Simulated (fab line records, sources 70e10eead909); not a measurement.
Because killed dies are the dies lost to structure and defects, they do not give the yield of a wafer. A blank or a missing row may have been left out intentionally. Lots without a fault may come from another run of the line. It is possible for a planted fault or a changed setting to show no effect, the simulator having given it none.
fab line records	flow nandHarc
record: lots: 12	wafers: 35	lastDay: 24
route steps=1159 shown A_SLIT@796 A_WL_FILL@814 END@1159
lots with no fault: from the same line, run without faults
startH: hours from the record's first day to the start of the lot's first wafer shown	waitH: hours from the lot's prior step to this one	" as in the row above	L1.1+2: a row that stands for several wafers	- either no value or no given start	* or withheld: withheld	< > ~ a bound
route shown NAME@n: names a module that has steps shown in the file, with the first one's number in the route	usual: the fault-free wafers' mean and standard deviation	same: alike in all rows	chamber/n: place in a boat	sites: each site's reading	_std_site: standard deviation across them	_edge_site: outer sites' mean less inner sites'	radiusMm: how far each site lies from the wafer's centre	mask NAME#n: copy n	behind: the most recent tool/chamber to have shaped the wafer	hold: what put the lot on hold/how long, in hours/how the hold closed	device: whichever transistor did not switch (one of n, p or np)	end of line: tests run on the same wafers once the route is complete	for a step that has no rows: nothing shown but its recipe	killed: dies lost to structure and defects at the first sort, not the wafer's yield	map: a wafer's dies, x killed, . not, _ none there
set.NAME: setting as actually run; set.NAME@STEP: the setting as run at that earlier step	model.NAME: the simulator's own value behind a step, which no gauge read
a sample of lots followed through the steps of the route, with each step as a table and each wafer as a row
services: when a tool's chamber went out of use (startH, in hours from the record's first day, below 0 if earlier), for how many hours, and the reason
== steps ==
step: NHARC_A_SLIT_ETCH_17
recipe: biasV: 900	sourceW: withheld	pressureMtorr: 20	arFlowSccm: 375	c4f8FlowSccm: 83.3	o2FlowSccm: 41.7	timeS: 1687.5	targetDepthA: 1.01e+05	chemistry: C4F8/O2/Ar
usual: drypumpMotorCurrentA: 6.0/0.84	showerheadPlenumPTorr: 3.69/0.079	throttleValvePct: 32.045/0.01
lot.wafer	tool	chamber	startH	waitH	drypumpMotorCurrentA	rfHoursCounterH	showerheadPlenumPTorr	throttleValvePct
L189.1	harEtch-01	0	330.24	-	6.4	3	3.56	32.051
L189.2	"	1	"	"	6.4	3	3.80	32.032
L189.6	"	0	"	"	6.4	-	3.56	32.039
L190.1	harEtch-02	0	331.77	-	4.8	181	3.69	32.056
L190.2	"	1	"	"	6.8	181	3.74	32.024
L190.3	"	0	"	"	4.8	-	3.69	32.048
L186.1	harEtch-01	0	332.31	-	6.4	5	3.56	32.041
L186.4	"	0	"	"	6.3	-	3.56	32.041
L186.6	"	0	"	"	6.4	-	3.56	32.038
L191.2	harEtch-01	0	345.02	-	6.4	10	3.56	32.060
L191.4	"	0	"	"	6.4	-	3.56	32.064
L191.6	"	0	"	"	6.4	-	3.56	32.044
L192.4	harEtch-02	1	353.91	-	6.8	-	3.74	32.060
L192.3	"	0	"	"	4.8	-	3.68	32.039
L192.5	"	1	"	"	6.8	-	3.74	32.051
L194.1	harEtch-02	1	376.67	-	6.8	198	3.73	32.021
L194.5	"	0	"	"	4.8	-	3.68	32.061
L194.6	"	1	"	"	6.9	-	3.74	32.044
L201.4	harEtch-02	1	421.28	-	6.8	-	3.72	32.056
L201.5	"	0	"	"	4.8	-	3.66	32.038
L204.1	harEtch-02	1	431.42	-	6.8	222	3.72	32.052
L204.4	"	1	"	"	6.8	-	3.72	32.046
L204.5	"	1	"	"	6.8	-	3.72	32.030
L205.2	harEtch-01	1	443.90	-	6.3	53	3.77	32.050
L205.4	"	1	"	"	6.3	-	3.77	32.038
L205.6	"	1	"	"	6.3	-	3.77	32.030
L208.1	harEtch-02	0	444.26	-	4.8	227	3.66	32.038
L208.4	"	0	"	"	4.8	-	3.66	32.034
L208.3	"	1	"	"	6.8	-	3.72	32.045
L206.3	harEtch-02	0	446.41	-	4.8	-	3.66	32.029
L206.4	"	1	"	"	6.8	-	3.72	32.060
L206.6	"	0	"	"	4.8	-	3.66	32.035
L209.1	harEtch-02	0	458.59	-	4.8	238	3.65	32.055
L209.4	"	1	"	"	6.8	-	3.71	32.028
L209.5	"	1	"	"	6.8	-	3.71	32.045
step: NHARC_A_WL_FILL_ETCHBACK_04
recipe: targetDepthA: 600	timeS: 120	chemistry: NF3
usual: drypumpMotorCurrentA: 6.1/0.56	oesProductAu: 0.998/0.0075	runLengthS: 141.0/0.48
lot.wafer	tool	chamber	startH	waitH	drypumpMotorCurrentA	oesProductAu	rfHoursCounterH	runLengthS
L189.1	rieMetal-01	0	347.70	2.8	5.2	0.998	0.2	141.6
L189.2	"	1	"	"	6.8	0.995	0.2	141.3
L189.6	"	0	"	"	5.2	0.995	-	141.7
L190.2	rieMetal-02	1	351.47	2.9	5.8	0.997	3.8	141.2
L190.1	"	0	"	"	5.6	0.995	3.8	141.0
L190.3	"	0	"	"	5.6	1.000	-	141.5
L186.1	rieMetal-03	1	353.39	2.9	6.7	1.006	1.7	141.7
L186.4	"	1	"	"	6.7	0.998	-	141.0
L186.6	"	0	"	"	6.1	1.002	-	140.6
L191.2	rieMetal-03	1	359.68	2.9	6.8	0.996	2.1	141.1
L191.4	"	1	"	"	6.7	0.997	-	141.7
L191.6	"	1	"	"	6.7	0.992	-	140.9
L192.3	rieMetal-03	1	371.90	2.0	6.7	0.996	-	141.0
L192.4	"	0	"	"	6.1	1.007	-	140.4
L192.5	"	0	"	"	6.1	1.002	-	140.3
L194.1	rieMetal-03	0	392.42	2.9	6.1	0.996	3.2	140.6
L194.5	"	0	"	"	6.1	0.999	-	90.2
L194.6	"	0	"	"	6.1	0.995	-	90.4
L201.4	rieMetal-03	0	434.61	2.0	6.1	1.009	-	140.4
L201.5	"	1	"	"	6.7	0.999	-	90.9
L204.1	rieMetal-01	0	447.43	2.8	5.3	1.002	2.7	141.5
L204.4	"	0	"	"	5.2	0.998	-	141.4
L204.5	"	1	"	"	6.8	1.007	-	141.6
L208.1	rieMetal-01	0	459.01	2.9	5.2	1.001	2.9	141.6
L208.4	"	1	"	"	6.8	0.997	-	141.3
L208.3	"	0	"	"	5.3	1.001	-	141.4
L206.3	rieMetal-01	1	461.86	2.0	6.8	0.993	-	141.2
L206.4	"	0	"	"	5.3	1.001	-	141.4
L206.6	"	1	"	"	6.8	1.002	-	141.2
L205.2	rieMetal-02	0	464.68	2.9	5.6	0.999	-	141.5
L205.4	"	0	"	"	5.6	1.014	-	141.1
L205.6	"	0	"	"	5.6	1.000	-	141.2
L209.1	rieMetal-02	0	473.08	2.8	5.6	1.005	2.5	141.4
L209.4	"	0	"	"	5.6	0.997	-	141.1
L209.5	"	1	"	"	5.8	0.993	-	140.3
step: NHARC_A_WL_FILL_ETCHBACK_17
recipe: targetDepthA: 40	timeS: 26.7	chemistry: Cl2/BCl3
usual: drypumpMotorCurrentA: 6.1/0.57	oesProductAu: 1.000/0.0082	runLengthS: 47.8/0.47
lot.wafer	tool	chamber	startH	waitH	drypumpMotorCurrentA	oesProductAu	rfHoursCounterH	runLengthS
L189.2	rieMetal-01	0	358.64	-	5.3	0.994	1.0	48.2
L189.1	"	1	"	"	6.8	0.999	1.0	47.9
L189.6	"	0	"	"	5.3	0.985	-	48.1
L186.1	rieMetal-01	1	361.98	-	6.8	1.016	1.0	47.9
L186.4	"	1	"	"	6.8	0.997	-	48.2
L186.6	"	1	"	"	6.8	1.000	-	47.9
L190.2	rieMetal-03	1	362.35	-	6.7	0.998	2.3	47.8
L190.1	"	0	"	"	6.1	1.013	2.3	47.5
L190.3	"	1	"	"	6.7	1.002	-	47.7
L191.2	rieMetal-01	0	370.45	-	5.2	0.990	1.1	48.4
L191.4	"	0	"	"	5.3	0.991	-	48.1
L191.6	"	0	"	"	5.3	0.995	-	48.6
L192.3	rieMetal-03	1	382.61	-	6.7	0.999	-	47.9
L192.4	"	0	"	"	6.1	1.013	-	46.9
L192.5	"	0	"	"	6.1	1.007	-	47.1
L194.1	rieMetal-02	1	401.39	-	5.8	0.994	0	47.3
L194.5	"	0	"	"	5.6	0.988	-	47.7
L194.6	"	1	"	"	5.8	0.985	-	47.2
L201.4	rieMetal-02	1	445.06	-	5.8	0.995	-	47.2
L201.5	"	1	"	"	5.8	0.996	-	47.2
L204.1	rieMetal-02	0	459.85	-	5.6	1.002	1.6	47.7
L204.4	"	0	"	"	5.6	1.003	-	48.0
L204.5	"	0	"	"	5.6	1.000	-	48.1
L208.1	rieMetal-03	1	469.42	-	6.7	0.992	0.2	47.9
L208.3	"	0	"	"	6.1	1.009	-	46.9
L208.4	"	1	"	"	6.7	1.004	-	47.7
L206.3	rieMetal-03	0	472.81	-	6.1	1.004	-	47.2
L206.4	"	1	"	"	6.8	1.012	-	47.8
L206.6	"	1	"	"	6.8	1.003	-	47.7
L205.2	rieMetal-03	1	475.89	-	6.7	0.997	0.6	48.6
L205.4	"	0	"	"	6.1	1.012	-	47.1
L205.6	"	0	"	"	6.1	1.012	-	47.1
L209.1	rieMetal-02	1	486.13	-	5.8	0.993	2.4	47.2
L209.4	"	0	"	"	5.6	1.001	-	48.0
L209.5	"	0	"	"	5.6	0.992	-	47.8
step: NHARC_A_WL_FILL_ETCHBACK_26
recipe: targetDepthA: 520	timeS: 13.3	hbrFlowSccm: 150	rfW: 350	icpW: 350	biasW: 60	chemistry: HBr
usual: drypumpMotorCurrentA: 5.6/0.33	oesProductAu: 1.001/0.007	rfFwdPowerW: 342.1/1.5	runLengthS: 34.5/0.44	throttleValvePct: 23.266/0.0095
lot.wafer	tool	chamber	startH	waitH	drypumpMotorCurrentA	oesProductAu	rfFwdPowerW	rfHoursCounterH	runLengthS	throttleValvePct
L189.2	rieSi-01	2	363.40	0.4	5.7	0.992	343.9	0.4	35.0	23.272
L189.1	"	1	"	"	5.3	0.994	339.2	0.5	34.5	23.265
L189.6	"	2	"	"	5.7	0.994	341.8	-	35.5	23.270
L186.4	rieSi-02	2	367.19	0.4	5.6	0.993	341.4	1.2	33.6	23.261
L186.1	"	3	"	"	5.2	1.003	344.6	1.1	34.6	23.251
L186.6	"	2	"	"	5.6	0.988	341.1	-	34.0	23.266
L190.3	rieSi-03	0	367.20	0.4	5.3	1.000	340.2	0.2	34.6	23.242
L190.2	"	1	"	"	5.9	0.999	341.1	0.1	34.9	23.271
L190.1	"	2	"	"	6.0	0.998	343.8	0.1	34.3	23.256
L191.2	rieSi-01	2	375.87	0.4	5.7	0.996	344.2	0.5	34.9	23.264
L191.4	"	3	"	"	5.8	0.998	340.7	0.5	34.3	23.258
L191.6	"	1	"	"	5.3	0.996	342.3	-	35.3	23.265
L192.3	rieSi-01	3	387.97	0.4	5.8	1.000	341.1	0.5	34.5	23.249
L192.4	"	0	"	"	5.8	1.006	344.0	0.5	34.4	23.279
L192.5	"	2	"	"	5.7	0.999	342.5	-	35.0	23.269
L194.1	rieSi-02	1	406.79	0.4	5.0	1.014	342.8	0.1	33.9	23.281
L194.5	"	3	"	"	5.1	0.996	343.0	-	34.3	23.285
L194.6	"	0	"	"	6.0	1.005	341.2	-	34.7	23.271
L201.4	rieSi-03	0	450.17	0.4	5.2	1.005	341.1	0.7	34.4	23.256
L201.5	"	3	"	"	5.7	0.987	343.4	-	34.7	23.274
L204.4	rieSi-01	0	464.99	0.4	5.8	0.997	342.9	1.2	34.1	23.267
L204.1	"	2	"	"	5.7	0.994	342.5	1.1	35.0	23.271
L204.5	"	0	"	"	5.8	1.003	343.2	-	34.2	23.263
L208.1	rieSi-03	1	474.43	0.4	5.9	0.999	340.9	0.9	35.2	23.273
L208.3	"	3	"	"	5.7	1.003	341.5	0.9	34.6	23.281
L208.4	"	0	"	"	5.3	1.004	343.4	0.9	34.2	23.266
L206.3	rieSi-01	2	478.18	0.4	5.7	1.004	344.3	1.2	34.8	23.244
L206.4	"	3	"	"	5.8	1.006	342.0	1.1	34.0	23.271
L206.6	"	2	"	"	5.7	1.000	343.1	-	35.2	23.263
L205.4	rieSi-02	0	481.31	0.4	6.0	1.001	341.7	0.6	34.3	23.263
L205.2	"	1	"	"	5.0	0.995	342.2	0.7	33.8	23.268
L205.6	"	3	"	"	5.1	0.988	343.3	-	34.6	23.263
L209.1	rieSi-03	2	491.56	0.4	6.0	0.991	341.6	0.9	34.4	23.262
L209.4	"	3	"	"	5.7	0.996	341.6	1.0	34.9	23.260
L209.5	"	1	"	"	5.9	1.003	341.2	-	34.9	23.257
step: NHARC_END_SORT_01
recipe: tempC: 25
usual: killedAtArray: 26/9.6	killedAtOther: 0.7/0.92	killedAtPeriphery: 3.8/2.7	killedDies: 31/10	killedOpen: 3.3/1.7	killedShort: 1.8/1.3
same: grossDies: 677
lot.wafer	tool	chamber	startH	waitH	killedAtArray	killedAtOther	killedAtPeriphery	killedDies	killedOpen	killedShort
L194.1	prober-01	0	486.13	2.5	41	0	3	44	4	0
L194.5	prober-01	0	489.37	3.7	671	0	6	677	4	3
L194.6	prober-01	0	490.18	4.0	673	0	4	677	1	5
L201.4	prober-01	0	536.89	3.4	39	4	5	48	2	1
L201.5	prober-01	0	537.68	3.7	672	2	3	677	3	3
killed by level:class
L194.1 A_CHANNEL_HOLE_D1:chamberFilmFlake=23 A_SLIT:chamberFilmFlake=8 A_WL_FILL:chamberFilmFlake=4 A_M0:geometricParticle:open=2 P_M0:geometricParticle:open=1 A_CHANNEL_FILL_D1:geometricParticle:open=1 P_GATE:chamberFilmFlake=1 P_BONDPAD:chamberFilmFlake=1
L194.5 A_WL_FILL:areaEtchback=632 A_CHANNEL_HOLE_D1:chamberFilmFlake=18 A_SLIT:chamberFilmFlake=8 A_CONTACT:chamberFilmFlake=4 P_ZERO_WELL:chamberFilmFlake=3 A_CHANNEL_FILL_D1:chamberFilmFlake=2 P_GATE:geometricParticle:open=1 A_ONON_D1:geometricParticle:short=1
L194.6 A_WL_FILL:areaEtchback=641 A_CHANNEL_HOLE_D1:chamberFilmFlake=18 A_SLIT:chamberFilmFlake=5 A_STAIRCASE:chamberFilmFlake=2 A_CONTACT:chamberFilmFlake=2 P_CONTACT:geometricParticle:short=1 P_M2:geometricParticle:short=1 A_ONON_D1:geometricParticle:open=1
L201.4 A_CHANNEL_HOLE_D1:chamberFilmFlake=15 A_SLIT:chamberFilmFlake=10 A_STAIRCASE:chamberFilmFlake=7 THIN_TSV:chamberFilmFlake=4 A_CONTACT:chamberFilmFlake=3 P_STI:chamberFilmFlake=2 P_CONTACT:geometricParticle:short=1 A_CONTACT:geometricParticle:open=1
L201.5 A_WL_FILL:areaEtchback=634 A_CHANNEL_HOLE_D1:chamberFilmFlake=15 A_SLIT:chamberFilmFlake=10 A_STAIRCASE:chamberFilmFlake=5 THIN_TSV:chamberFilmFlake=2 P_CONTACT:geometricParticle:short=1 A_CHANNEL_FILL_D1:geometricParticle:short=1 A_CONTACT:geometricParticle:open=1
== services ==
tool	chamber	startH	hours	kind
harEtch-01	-	308.03	17.0	pm
rieSi-03	1	319.72	0.9	repair
rieMetal-01	-	332.00	9.0	pm
rieSi-03	-	332.00	9.0	pm
rieSi-03	-	350.66	0.2	repair
rieSi-02	3	360.31	5.4	repair
rieMetal-02	-	364.76	1.9	repair
rieSi-01	-	380.07	0.1	repair
rieMetal-03	1	386.02	10.0	repair
rieMetal-02	-	388.00	9.0	pm
rieSi-02	-	388.00	9.0	pm
rieMetal-01	0	390.16	14.6	repair
rieSi-03	2	418.86	4.4	repair
rieSi-02	0	435.66	2.0	repair
rieMetal-02	-	446.26	0.2	repair
rieSi-02	2	447.99	4.3	repair
rieSi-02	-	448.53	0.6	repair
rieMetal-03	-	453.00	9.0	pm
rieMetal-02	1	454.08	13.8	repair
rieSi-02	-	458.61	0.6	repair
rieSi-03	-	467.18	1.0	repair
rieMetal-01	-	471.91	1.6	repair
rieSi-01	-	481.00	9.0	pm
rieSi-03	0	485.10	2.5	repair
== key ==
firstSign: step: NHARC_A_WL_FILL_ETCHBACK_04	reading: runLengthS	direction: down	sigmas: 99+	usual: *	struck: *
effect: step: NHARC_END_SORT_01	reading: killedAtArray	direction: up	sigmas: 67	usual: 26	struck: 672
moreKillsBornAt: NHARC_A_WL_FILL_ETCHBACK_04@rieMetal-03: 1907
metAt NHARC_A_WL_FILL_ETCHBACK_04
struckLots L194,L201
struckWafers L194.5,L194.6,L201.5
laterRowsLeftOut L194.5,L194.6,L201.5
testerLeftOut L194,L201
notActingAt NHARC_A_SLIT_ETCH_17,NHARC_A_WL_FILL_ETCHBACK_17,NHARC_A_WL_FILL_ETCHBACK_26
onsetBetween 371.90 392.42
fault: kind: processParameterDrift	tool: rieMetal-03	chamber: -	onsetH: 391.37	steps: NHARC_A_WL_FILL_ETCHBACK_04	channel: timeS	offset: *	shape: step	endH: 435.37	scope: struckWafersOnly	actsIn: *	stated: *
testerLeftOut: of these lots the tester's yield and bins aren't shown, on N5 and GAA mostly nor the transistor test; their killed dies are dies lost to structure and defects alone, not to doping, threshold or leakage, so they don't give the yield
laterRowsLeftOut: the simulator's readings of these wafers behind a module that went badly wrong aren't trusted and aren't shown, but for the sort
